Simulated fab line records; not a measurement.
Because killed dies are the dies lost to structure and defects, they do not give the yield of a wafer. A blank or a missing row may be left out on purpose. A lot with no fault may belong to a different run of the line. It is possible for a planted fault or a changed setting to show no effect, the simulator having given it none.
2 desks looking at one fault :: flow nand-harc :: what lay behind the numbers comes last; until then each desk has only its own

== THE DEFECT DESK ==
What the inspections along the route counted, lot by lot: means of the sampled wafers that have a number. Marked OUT: a lot whose mean sits more than 4 standard deviations from the usual mean, which makes it out of limits; the brackets give that distance.
Columns: A = raw-defect-count at NHARC_A_START_INSPECT_01, usual 3.4
lot: L545
first seen here: day 6 18:52
A: 5.0

lot: L546
first seen here: day 7 06:10
A: 4.3

lot: L547
first seen here: day 7 18:05
A: 2.0

lot: L550
first seen here: day 8 20:40
A: 2.7

lot: L549
first seen here: day 8 22:12
A: 4.3

lot: L551
first seen here: day 9 17:01
A: 3.3

lot: L552
first seen here: day 10 01:31
A: 3.0

lot: L554
first seen here: day 10 13:29
A: 4.7

lot: L555
first seen here: day 10 21:41
A: 3.3

lot: L562
first seen here: day 13 18:19
A: 2.7

lot: L563
first seen here: day 14 05:52
A: 3.7

lot: L564
first seen here: day 14 13:19
A: 5.0

lot: L566
first seen here: day 15 11:46
A: 3.7

lot: L567
first seen here: day 16 02:18
A: 3.7

lot: L568
first seen here: day 16 11:23
A: 4.3
Finding of this desk: none of the 15 lots has anything out of limits.

== AT THE METROLOGY DESK ==
What the gauges read for every lot (on any tool): the sampled wafers with a number, averaged. Marked OUT: a lot whose mean sits more than 4 standard deviations from the usual mean, which makes it out of limits; the brackets give that distance.
Columns: A = thk-nm at NHARC_A_ONON_D1_THK_MEAS_08, usual 997 nm
lot: L545
first seen here: day 7 19:53
A: 983

lot: L546
first seen here: day 8 06:04
A: 992

lot: L547
first seen here: day 8 19:32
A: 1001

lot: L549
first seen here: day 10 00:46
A: 991

lot: L550
first seen here: day 10 00:46
A: 1001

lot: L551
first seen here: day 10 19:30
A: 998

lot: L552
first seen here: day 11 03:44
A: 946 (-4.6) OUT

lot: L554
first seen here: day 11 14:31
A: 973

lot: L555
first seen here: day 11 22:55
A: 957

lot: L562
first seen here: day 14 22:02
A: 997

lot: L563
first seen here: day 15 15:12
A: 999

lot: L564
first seen here: day 15 15:12
A: 998

lot: L566
first seen here: day 16 10:01
A: 999

lot: L567
first seen here: day 17 02:31
A: 1000

lot: L568
first seen here: day 17 16:14
A: 983
This desk finds L552 out of limits, L552 being first, at day 11 03:44 (thk-nm at NHARC_A_ONON_D1_THK_MEAS_08). L545, L546, L547, L549, L550, L551, L554, L555, L562, L563, L564, L566, L567, L568: within limits.

== ALL TOGETHER ==
Metrology desk: alarm possible at day 11 03:44 on L552.
No out-of-limits result turned up at the defect desk.
The defect desk has L552 on record, within its limits.
Every lot named ran NHARC_A_ONON_D1_DEP_06 on pecvd-onon-02.

== WHAT HAD BEEN PUT IN BY THE SIMULATOR ==
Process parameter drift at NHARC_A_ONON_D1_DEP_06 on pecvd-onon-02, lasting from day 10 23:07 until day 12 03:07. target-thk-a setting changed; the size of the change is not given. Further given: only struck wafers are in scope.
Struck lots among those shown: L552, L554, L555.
Hours from the fault's start to each desk's first reading out of limits: the metrology desk, 5.
